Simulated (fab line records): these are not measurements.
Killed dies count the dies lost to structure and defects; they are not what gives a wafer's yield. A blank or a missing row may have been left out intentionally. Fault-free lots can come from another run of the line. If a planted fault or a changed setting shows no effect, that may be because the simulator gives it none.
Matching of chambers -- flow nandHarc -- 4 sister chambers for NHARC_A_STAIRCASE_TRIM_187 on rieDiel-09
The step chemistry O2, time 211.2 s. 4 wafers are shown with their chamber, then 8 later ones without.

== WAFERS PAIRED WITH THEIR CHAMBERS ==
wafer,chamber,showerheadPlenumPTorr (Torr)
L083.5,1,3.32
L083.6,2,3.63
L088.4,0,3.60
L091.1,3,3.69

== WAFERS WHOSE CHAMBER IS MISSING ==
wafer,showerheadPlenumPTorr (Torr)
L091.2,3.62
L091.5,3.60
L093.2,3.62
L093.4,3.68
L093.5,3.59
L097.1,3.61
L097.2,3.68
L097.5,3.59

== CHAMBER TAKEN BY EACH ==
wafer,from the rows above,in truth
L091.2,can't be placed: 2 or 0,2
L091.5,0,0
L093.2,can't be placed: 2 or 0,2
L093.4,3,3
L093.5,0,0
L097.1,can't be placed: 0 or 2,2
L097.2,3,3
L097.5,0,0
5 of 8 placed correctly. Unplaceable from these rows: 3, with the true chamber sitting among the candidates in 3. Wrongly placed: 0.
How it was worked out, from the rows above alone: a wafer's distance from a chamber is the root of the sum, over the readings, of the square of ((its reading less the chamber's mean) divided by the reading's scatter). The wafer belongs to the nearest chamber; if the next one is less than 2 further off, it can't be placed. Each chamber's mean is taken over the wafers shown for it. The scatter: with one shown wafer a chamber, the root of the mean of the squares of how far each hidden wafer lies from its nearest shown one.
